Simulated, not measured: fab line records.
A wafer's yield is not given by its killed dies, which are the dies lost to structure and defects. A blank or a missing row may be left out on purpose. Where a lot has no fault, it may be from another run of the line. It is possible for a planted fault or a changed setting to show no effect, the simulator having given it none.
fab line records + flow n5-finfet
record
- lots=7
- wafers=39
route steps=1938 shown BEOL_M6@1239
start-h: hours from the record's opening day to when the first of the lot's shown wafers began + wait-h: hours elapsed since this lot's preceding step + " as in the row above + L1.1+2: a row that stands for several wafers + - either no value or no given start + * or withheld: withheld + < > ~ a bound
route shown NAME@n: a module of which the file shows steps, and the number in the route of the first + usual: average and standard deviation across the fault-free wafers + same: alike in all rows + chamber/n: place in a boat + sites: readings site by site + _std_site: their standard deviation + _edge_site: inner sites' mean taken away from outer sites' mean + radius-mm: for every site, how far away it sits from the centre of the wafer + mask NAME#n: copy n + behind: tool/chamber where the wafer was last shaped + hold: why the lot went on hold/how many hours it stayed there/how the hold came to an end + device: transistor that didn't switch, given as n, p or np + end of line: the route-end tests of the same wafers + a step given without rows: its recipe and nothing more + killed: dies lost to structure and defects at the first sort, not the wafer's yield + map: dies across one wafer; x = killed, . = not, _ = none there
set.NAME: setting as actually run; set.NAME@STEP: the setting as run at that earlier step + model.NAME: the simulator's own value behind a step, which no gauge read
lots whose settings were changed on purpose; a table a step, a row a wafer
## steps
# step N5_BEOL_M6_TRENCH_ETCH_37
# recipe
- chemistry=C4F6/O2
- target-depth-a=944.35
- target=SiCOH_lowk
- time-s=31.5
- ion-energy-ev=250
- pressure-mtorr=30
- source-w=345
- bias-w=185
- Ar_flow_sccm=300
- C4F6_flow_sccm=10
- O2_flow_sccm=10
| lot.wafer | tool        | chamber | start-h | wait-h | set.time-s | model.etch.depth-nm | model.BEOL_M6.feature-depth-nm | model.TiN_of_BEOL_M6_HM_DEP_02.thk-nm |
|-----------|-------------|---------|---------|--------|------------|---------------------|--------------------------------|---------------------------------------|
| L074.1    | rie-diel-05 | 1       | -       | -      | 31.5       | 91.77               | 91.8                           | 17.6                                  |
| L074.2    | "           | 0       | "       | "      | 45.54      | 130.2               | 130.2                          | 16.4                                  |
| L074.3    | "           | 2       | "       | "      | 31.5       | 94.43               | 94.4                           | 17.4                                  |
| L074.4    | "           | 3       | "       | "      | 45.54      | 131.6               | 131.6                          | 16.4                                  |
| L074.5    | "           | 1       | "       | "      | 45.54      | 131.7               | 131.6                          | 16.4                                  |
| L074.6    | "           | 0       | "       | "      | 31.5       | 90                  | 90                             | 17.8                                  |
| L079.1    | rie-diel-02 | 1       | -       | -      | 31.5       | 93.27               | 93.2                           | 17.6                                  |
| L079.2    | "           | 2       | "       | "      | 49.07      | 145.4               | 145.4                          | 16                                    |
| L079.3    | "           | 3       | "       | "      | 49.07      | 148.5               | 148.4                          | 16                                    |
| L079.4    | "           | 2       | "       | "      | 49.07      | 143.8               | 143.8                          | 15.8                                  |
| L079.5    | "           | 3       | "       | "      | 31.5       | 95.37               | 95.4                           | 17.2                                  |
| L079.6    | "           | 1       | "       | "      | 31.5       | 93.32               | 93.4                           | 17.4                                  |
| L078.1    | rie-diel-05 | 0       | -       | -      | 31.5       | 90.72               | 90.8                           | 17.8                                  |
| L078.2    | "           | 1       | "       | "      | 31.5       | 91.08               | 91                             | 17.8                                  |
| L078.3    | "           | 3       | "       | "      | 39.14      | 112.3               | 112.4                          | 17.2                                  |
| L078.4    | "           | 2       | "       | "      | 39.14      | 116.6               | 116.6                          | 16.8                                  |
| L078.5    | "           | 2       | "       | "      | 39.14      | 116.7               | 116.8                          | 16.8                                  |
| L078.6    | "           | 1       | "       | "      | 31.5       | 90.8                | 90.8                           | 17.8                                  |
| L082.1    | rie-diel-01 | 1       | -       | -      | 38.7       | 118.7               | 118.8                          | 16.4                                  |
| L082.2    | "           | 0       | "       | "      | 31.5       | 96.37               | 96.4                           | 17                                    |
| L082.3    | "           | 2       | "       | "      | 31.5       | 93.52               | 93.6                           | 17                                    |
| L082.4    | "           | 3       | "       | "      | 38.7       | 114.9               | 115                            | 16.6                                  |
| L082.5    | "           | 2       | "       | "      | 38.7       | 114.3               | 114.4                          | 16.6                                  |
| L082.6    | "           | 1       | "       | "      | 31.5       | 97.91               | 98                             | 17                                    |
| L081.2    | rie-diel-01 | 2       | -       | -      | 31.5       | 93.37               | 93.4                           | 17                                    |
| L081.3    | "           | 0       | "       | "      | 31.5       | 96.12               | 96.2                           | 16.8                                  |
| L081.6    | "           | 1       | "       | "      | 31.5       | 96.48               | 96.4                           | 17                                    |
| L085.1    | rie-diel-02 | 0       | -       | -      | 31.5       | 94.39               | 94.4                           | 17.8                                  |
| L085.2    | "           | 2       | "       | "      | 31.5       | 92.87               | 92.8                           | 16.8                                  |
| L085.3    | "           | 1       | "       | "      | 31.5       | 93.55               | 93.6                           | 17.8                                  |
| L085.4    | "           | 1       | "       | "      | 22.32      | 66.26               | 66.2                           | 17.8                                  |
| L085.5    | "           | 2       | "       | "      | 22.32      | 65.62               | 65.6                           | 18.6                                  |
| L085.6    | "           | 0       | "       | "      | 22.32      | 66.63               | 66.6                           | 17.8                                  |
| L087.1    | rie-diel-01 | 2       | -       | -      | 21.7       | 64.61               | 64.6                           | 18                                    |
| L087.2    | "           | 0       | "       | "      | 31.5       | 95.67               | 95.6                           | 17                                    |
| L087.3    | "           | 3       | "       | "      | 21.7       | 64.49               | 64.4                           | 18.6                                  |
| L087.4    | "           | 3       | "       | "      | 21.7       | 64.49               | 64.4                           | 18.8                                  |
| L087.5    | "           | 0       | "       | "      | 31.5       | 95.97               | 96                             | 17                                    |
| L087.6    | "           | 2       | "       | "      | 31.5       | 92.97               | 93                             | 17.6                                  |
# step N5_BEOL_M6_ETCH_41
# recipe
- chemistry=CH3F/O2
- target=SiCN
- target-depth-a=297
- taper-deg=2
- time-s=52
- ion-energy-ev=120
- mask-material=TiN
- pressure-mtorr=30
- source-w=395
- bias-w=75
- Ar_flow_sccm=150
- CH3F_flow_sccm=30
- O2_flow_sccm=20
# step N5_BEOL_M6_STRIP_80
# recipe
- chemistry=N2/H2
- time-s=10
- power-w=450
- temp-c=40
- pressure-mtorr=20
- rf-frequency-hz=6e+07
- bias-power-w=7
- n2-flow-sccm=200
- h2-flow-sccm=200
# step N5_BEOL_M6_OCD_MEAS_38
# usual
- trench-depth-nm=93.6/2.1
| lot.wafer | tool   | chamber | start-h | wait-h | set.time-s@BEOL_M6_TRENCH_ETCH_37 | trench-depth-nm |
|-----------|--------|---------|---------|--------|-----------------------------------|-----------------|
| L074.1    | ocd-01 | -       | 195.31  | -      | 31.5                              | 91.3            |
| L074.2    | "      | -       | "       | "      | 45.54                             | 129.7           |
| L074.3    | "      | -       | "       | "      | 31.5                              | 94.3            |
| L074.4    | "      | -       | "       | "      | 45.54                             | 132.1           |
| L074.5    | "      | -       | "       | "      | 45.54                             | 131.8           |
| L074.6    | "      | -       | "       | "      | 31.5                              | 89.7            |
| L079.1    | ocd-02 | -       | 234.38  | -      | 31.5                              | 93.5            |
| L079.2    | "      | -       | "       | "      | 49.07                             | 145.8           |
| L079.3    | "      | -       | "       | "      | 49.07                             | 149.2           |
| L079.4    | "      | -       | "       | "      | 49.07                             | 144.2           |
| L079.5    | "      | -       | "       | "      | 31.5                              | 94.8            |
| L079.6    | "      | -       | "       | "      | 31.5                              | 93.2            |
| L078.1    | ocd-01 | -       | 234.43  | -      | 31.5                              | 91.5            |
| L078.2    | "      | -       | "       | "      | 31.5                              | 90.7            |
| L078.3    | "      | -       | "       | "      | 39.14                             | 112.2           |
| L078.4    | "      | -       | "       | "      | 39.14                             | 116.9           |
| L078.5    | "      | -       | "       | "      | 39.14                             | 116.7           |
| L078.6    | "      | -       | "       | "      | 31.5                              | 90.9            |
| L082.1    | ocd-02 | -       | 243.88  | -      | 38.7                              | 118.7           |
| L082.2    | "      | -       | "       | "      | 31.5                              | 96.4            |
| L082.3    | "      | -       | "       | "      | 31.5                              | 93.5            |
| L082.4    | "      | -       | "       | "      | 38.7                              | 114.7           |
| L082.5    | "      | -       | "       | "      | 38.7                              | 114.2           |
| L082.6    | "      | -       | "       | "      | 31.5                              | 97.6            |
| L081.2    | ocd-02 | -       | 244.28  | -      | 31.5                              | 93.2            |
| L081.3    | "      | -       | "       | "      | 31.5                              | 96.1            |
| L081.6    | "      | -       | "       | "      | 31.5                              | 96.2            |
| L085.1    | ocd-01 | -       | 269.12  | -      | 31.5                              | 94.6            |
| L085.2    | "      | -       | "       | "      | 31.5                              | 92.8            |
| L085.3    | "      | -       | "       | "      | 31.5                              | 93.4            |
| L085.4    | "      | -       | "       | "      | 22.32                             | 66.7            |
| L085.5    | "      | -       | "       | "      | 22.32                             | 65.4            |
| L085.6    | "      | -       | "       | "      | 22.32                             | 66.5            |
| L087.1    | ocd-01 | -       | 273.46  | -      | 21.7                              | 64.2            |
| L087.2    | "      | -       | "       | "      | 31.5                              | 95.4            |
| L087.3    | "      | -       | "       | "      | 21.7                              | 65.0            |
| L087.4    | "      | -       | "       | "      | 21.7                              | 64.8            |
| L087.5    | "      | -       | "       | "      | 31.5                              | 95.6            |
| L087.6    | "      | -       | "       | "      | 31.5                              | 92.9            |
# step N5_BEOL_M6_HM_STRIP_39
# recipe
- chemistry=peroxide-tin-strip
- material=TiN
- target-depth-a=250
- temp-c=50
- time-s=158
# step N5_BEOL_M6_SRD_40
# recipe
- time-s=30
- temp-c=23
- rinse-liquid=diw
- dry=ipa-marangoni
# step N5_BEOL_M6_ECD_50
# recipe
- material=Cu
- target-thk-a=3000
# step N5_BEOL_M6_ANNEAL_51
# recipe
- temp-c=225
- time-s=90
- ambient=N2
# step N5_BEOL_M6_CMP_52
# recipe
- stop-on=SiCOH_lowk
- t-overpolish-s=6.9
- down-force-psi=1
- platen-rpm=50
- clearing-platen-down-force-psi=1.5
- clearing-platen-rpm=50
- post-cmp-clean=cu-alkaline
- target-thk-nm=80
- clearing-platen-pad-velocity-m-s=0.99484
- pad-velocity-m-s=0.99484
| lot.wafer | tool   | chamber | start-h | wait-h | set.time-s@BEOL_M6_TRENCH_ETCH_37 | model.Cu_of_BEOL_M6_ECD_50.thk-nm |
|-----------|--------|---------|---------|--------|-----------------------------------|-----------------------------------|
| L074.3    | cmp-02 | 2       | 198.78  | 0.2    | 31.5                              | 78                                |
| L074.2    | "      | 3       | "       | "      | 45.54                             | 116.8                             |
| L074.1    | "      | 0       | "       | "      | 31.5                              | 77.8                              |
| L074.4    | "      | 1       | "       | "      | 45.54                             | 118.6                             |
| L074.6    | "      | 2       | "       | "      | 31.5                              | 74.6                              |
| L074.5    | "      | 3       | "       | "      | 45.54                             | 117.6                             |
| L079.4    | cmp-01 | 1       | 237.09  | 0.1    | 49.07                             | 128                               |
| L079.1    | "      | 2       | "       | "      | 31.5                              | 76.6                              |
| L079.3    | "      | 3       | "       | "      | 49.07                             | 134                               |
| L079.2    | "      | 0       | "       | "      | 49.07                             | 130.6                             |
| L079.6    | "      | 1       | "       | "      | 31.5                              | 77.4                              |
| L079.5    | "      | 2       | "       | "      | 31.5                              | 79                                |
| L078.3    | cmp-02 | 1       | 237.13  | 0.2    | 39.14                             | 99.2                              |
| L078.2    | "      | 2       | "       | "      | 31.5                              | 75.8                              |
| L078.1    | "      | 3       | "       | "      | 31.5                              | 76.2                              |
| L078.4    | "      | 0       | "       | "      | 39.14                             | 102.4                             |
| L078.5    | "      | 1       | "       | "      | 39.14                             | 103.4                             |
| L078.6    | "      | 2       | "       | "      | 31.5                              | 74.8                              |
| L082.1    | cmp-02 | 1       | 246.01  | 0.3    | 38.7                              | 104.4                             |
| L082.2    | "      | 2       | "       | "      | 31.5                              | 77.8                              |
| L082.4    | "      | 3       | "       | "      | 38.7                              | 99.8                              |
| L082.3    | "      | 0       | "       | "      | 31.5                              | 76.4                              |
| L082.5    | "      | 1       | "       | "      | 38.7                              | 99.6                              |
| L082.6    | "      | 2       | "       | "      | 31.5                              | 80.8                              |
| L081.2    | cmp-02 | 1       | 246.55  | 0.3    | 31.5                              | 78.2                              |
| L081.3    | "      | 2       | "       | "      | 31.5                              | 80                                |
| L081.6    | "      | 1       | "       | "      | 31.5                              | 82.6                              |
| L085.1    | cmp-02 | 1       | 271.34  | 0.3    | 31.5                              | 81.6                              |
| L085.2    | "      | 2       | "       | "      | 31.5                              | 75.6                              |
| L085.4    | "      | 3       | "       | "      | 22.32                             | 51.6                              |
| L085.3    | "      | 0       | "       | "      | 31.5                              | 78.4                              |
| L085.6    | "      | 1       | "       | "      | 22.32                             | 53.4                              |
| L085.5    | "      | 2       | "       | "      | 22.32                             | 49.6                              |
| L087.2    | cmp-01 | 2       | 276.87  | 0.2    | 31.5                              | 81                                |
| L087.4    | "      | 3       | "       | "      | 21.7                              | 52.4                              |
| L087.1    | "      | 0       | "       | "      | 21.7                              | 51.4                              |
| L087.3    | "      | 1       | "       | "      | 21.7                              | 50                                |
| L087.6    | "      | 2       | "       | "      | 31.5                              | 76.8                              |
| L087.5    | "      | 3       | "       | "      | 31.5                              | 83.2                              |
# step N5_BEOL_M6_THK_MEAS_53
# recipe
- thk-meas-gauge=xrf
- reads=Cu_of_BEOL_M6_ECD_50
# usual
- M6_THK=78.8/2.6
| lot.wafer | tool          | chamber | start-h | wait-h | set.time-s@BEOL_M6_TRENCH_ETCH_37 | M6_THK[nm] |
|-----------|---------------|---------|---------|--------|-----------------------------------|------------|
| L074.1    | film-metro-01 | -       | 199.08  | -      | 31.5                              | 77.4       |
| L074.2    | "             | -       | "       | "      | 45.54                             | 116.2      |
| L074.3    | "             | -       | "       | "      | 31.5                              | 77.8       |
| L074.4    | "             | -       | "       | "      | 45.54                             | 118.0      |
| L074.5    | "             | -       | "       | "      | 45.54                             | 116.6      |
| L074.6    | "             | -       | "       | "      | 31.5                              | 74.3       |
| L079.1    | film-metro-01 | -       | 237.38  | -      | 31.5                              | 76.5       |
| L079.2    | "             | -       | "       | "      | 49.07                             | 130.8      |
| L079.3    | "             | -       | "       | "      | 49.07                             | 134.0      |
| L079.4    | "             | -       | "       | "      | 49.07                             | 127.3      |
| L079.5    | "             | -       | "       | "      | 31.5                              | 78.4       |
| L079.6    | "             | -       | "       | "      | 31.5                              | 77.2       |
| L078.1    | film-metro-01 | -       | 237.43  | -      | 31.5                              | 75.7       |
| L078.2    | "             | -       | "       | "      | 31.5                              | 75.7       |
| L078.3    | "             | -       | "       | "      | 39.14                             | 99.0       |
| L078.4    | "             | -       | "       | "      | 39.14                             | 101.7      |
| L078.5    | "             | -       | "       | "      | 39.14                             | 102.5      |
| L078.6    | "             | -       | "       | "      | 31.5                              | 74.5       |
| L082.1    | film-metro-01 | -       | 246.31  | -      | 38.7                              | 104.8      |
| L082.2    | "             | -       | "       | "      | 31.5                              | 78.2       |
| L082.3    | "             | -       | "       | "      | 31.5                              | 76.8       |
| L082.4    | "             | -       | "       | "      | 38.7                              | 100.0      |
| L082.5    | "             | -       | "       | "      | 38.7                              | 99.9       |
| L082.6    | "             | -       | "       | "      | 31.5                              | 81.1       |
| L081.2    | film-metro-01 | -       | 246.81  | -      | 31.5                              | 77.9       |
| L081.3    | "             | -       | "       | "      | 31.5                              | 79.6       |
| L081.6    | "             | -       | "       | "      | 31.5                              | 82.2       |
| L085.1    | film-metro-02 | -       | 271.63  | -      | 31.5                              | 80.4       |
| L085.2    | "             | -       | "       | "      | 31.5                              | 74.3       |
| L085.3    | "             | -       | "       | "      | 31.5                              | 76.7       |
| L085.4    | "             | -       | "       | "      | 22.32                             | 51.2       |
| L085.5    | "             | -       | "       | "      | 22.32                             | 48.7       |
| L085.6    | "             | -       | "       | "      | 22.32                             | 52.5       |
| L087.1    | film-metro-02 | -       | 277.17  | -      | 21.7                              | 51.9       |
| L087.2    | "             | -       | "       | "      | 31.5                              | 81.3       |
| L087.3    | "             | -       | "       | "      | 21.7                              | 50.0       |
| L087.4    | "             | -       | "       | "      | 21.7                              | 52.6       |
| L087.5    | "             | -       | "       | "      | 31.5                              | 83.4       |
| L087.6    | "             | -       | "       | "      | 31.5                              | 77.1       |
# step N5_BEOL_M6_PRE_CLEAN_55
# recipe
- gas=NH3
- time-s=15
- temp-c=withheld
- rf-power-w=300
# step N5_BEOL_M6_DEP_56
# recipe
- material=SiCN
- target-thk-a=100
- temp-c=withheld
- precursor=3MS/NH3
- pressure-torr=3
- rf-w=202
- time-s=17.5
# step N5_BEOL_M6_RS_MEAS_57
# recipe
- thk-meas-gauge=four-point-probe
- reads=Cu_of_BEOL_M6_ECD_50+Co_of_BEOL_M6_CVD_78+TaN_of_BEOL_M6_ALD_77
# usual
- M6_RS=0.292/0.011
| lot.wafer | tool          | chamber | start-h | wait-h | set.time-s@BEOL_M6_TRENCH_ETCH_37 | M6_RS[ohm/sq] |
|-----------|---------------|---------|---------|--------|-----------------------------------|---------------|
| L074.1    | film-metro-02 | -       | 199.21  | 0.1    | 31.5                              | 0.296         |
| L074.2    | "             | -       | "       | "      | 45.54                             | 0.185         |
| L074.3    | "             | -       | "       | "      | 31.5                              | 0.294         |
| L074.4    | "             | -       | "       | "      | 45.54                             | 0.182         |
| L074.5    | "             | -       | "       | "      | 45.54                             | 0.184         |
| L074.6    | "             | -       | "       | "      | 31.5                              | 0.311         |
| L079.1    | film-metro-01 | -       | 237.51  | 0.1    | 31.5                              | 0.302         |
| L079.2    | "             | -       | "       | "      | 49.07                             | 0.164         |
| L079.3    | "             | -       | "       | "      | 49.07                             | 0.159         |
| L079.4    | "             | -       | "       | "      | 49.07                             | 0.167         |
| L079.5    | "             | -       | "       | "      | 31.5                              | 0.291         |
| L079.6    | "             | -       | "       | "      | 31.5                              | 0.298         |
| L078.1    | film-metro-01 | -       | 237.56  | 0.1    | 31.5                              | 0.304         |
| L078.2    | "             | -       | "       | "      | 31.5                              | 0.305         |
| L078.3    | "             | -       | "       | "      | 39.14                             | 0.223         |
| L078.4    | "             | -       | "       | "      | 39.14                             | 0.215         |
| L078.5    | "             | -       | "       | "      | 39.14                             | 0.213         |
| L078.6    | "             | -       | "       | "      | 31.5                              | 0.310         |
| L082.1    | film-metro-02 | -       | 246.44  | 0.1    | 38.7                              | 0.210         |
| L082.2    | "             | -       | "       | "      | 31.5                              | 0.295         |
| L082.3    | "             | -       | "       | "      | 31.5                              | 0.301         |
| L082.4    | "             | -       | "       | "      | 38.7                              | 0.221         |
| L082.5    | "             | -       | "       | "      | 38.7                              | 0.222         |
| L082.6    | "             | -       | "       | "      | 31.5                              | 0.281         |
| L081.2    | film-metro-01 | -       | 246.94  | 0.1    | 31.5                              | 0.294         |
| L081.3    | "             | -       | "       | "      | 31.5                              | 0.286         |
| L081.6    | "             | -       | "       | "      | 31.5                              | 0.276         |
| L085.1    | film-metro-02 | -       | 271.76  | 0.1    | 31.5                              | 0.280         |
| L085.2    | "             | -       | "       | "      | 31.5                              | 0.306         |
| L085.3    | "             | -       | "       | "      | 31.5                              | 0.292         |
| L085.4    | "             | -       | "       | "      | 22.32                             | 0.487         |
| L085.5    | "             | -       | "       | "      | 22.32                             | 0.512         |
| L085.6    | "             | -       | "       | "      | 22.32                             | 0.466         |
| L087.1    | film-metro-01 | -       | 277.30  | 0.1    | 21.7                              | 0.489         |
| L087.2    | "             | -       | "       | "      | 31.5                              | 0.282         |
| L087.3    | "             | -       | "       | "      | 21.7                              | 0.507         |
| L087.4    | "             | -       | "       | "      | 21.7                              | 0.479         |
| L087.5    | "             | -       | "       | "      | 31.5                              | 0.274         |
| L087.6    | "             | -       | "       | "      | 31.5                              | 0.301         |
## key
split
- step=N5_BEOL_M6_TRENCH_ETCH_37
- setting=time-s
- stated=31.5
- by=wafer
response
- step=N5_BEOL_M6_TRENCH_ETCH_37
- reading=model.etch.depth-nm
- change=+0.926
- per=1%
- r=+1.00
response
- step=N5_BEOL_M6_TRENCH_ETCH_37
- reading=model.BEOL_M6.feature-depth-nm
- change=+0.926
- per=1%
- r=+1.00
response
- step=N5_BEOL_M6_TRENCH_ETCH_37
- reading=model.TiN_of_BEOL_M6_HM_DEP_02.thk-nm
- change=-0.0279
- per=1%
- r=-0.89
response
- step=N5_BEOL_M6_OCD_MEAS_38
- reading=trench-depth-nm
- change=+0.93
- per=1%
- r=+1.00
response
- step=N5_BEOL_M6_CMP_52
- reading=model.Cu_of_BEOL_M6_ECD_50.thk-nm
- change=+0.951
- per=1%
- r=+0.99
response
- step=N5_BEOL_M6_THK_MEAS_53
- reading=M6_THK
- change=+0.946
- per=1%
- r=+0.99
response
- step=N5_BEOL_M6_RS_MEAS_57
- reading=M6_RS
- shape=bent
- at-lowest=0.492
- at-stated=0.294
- at-highest=0.163
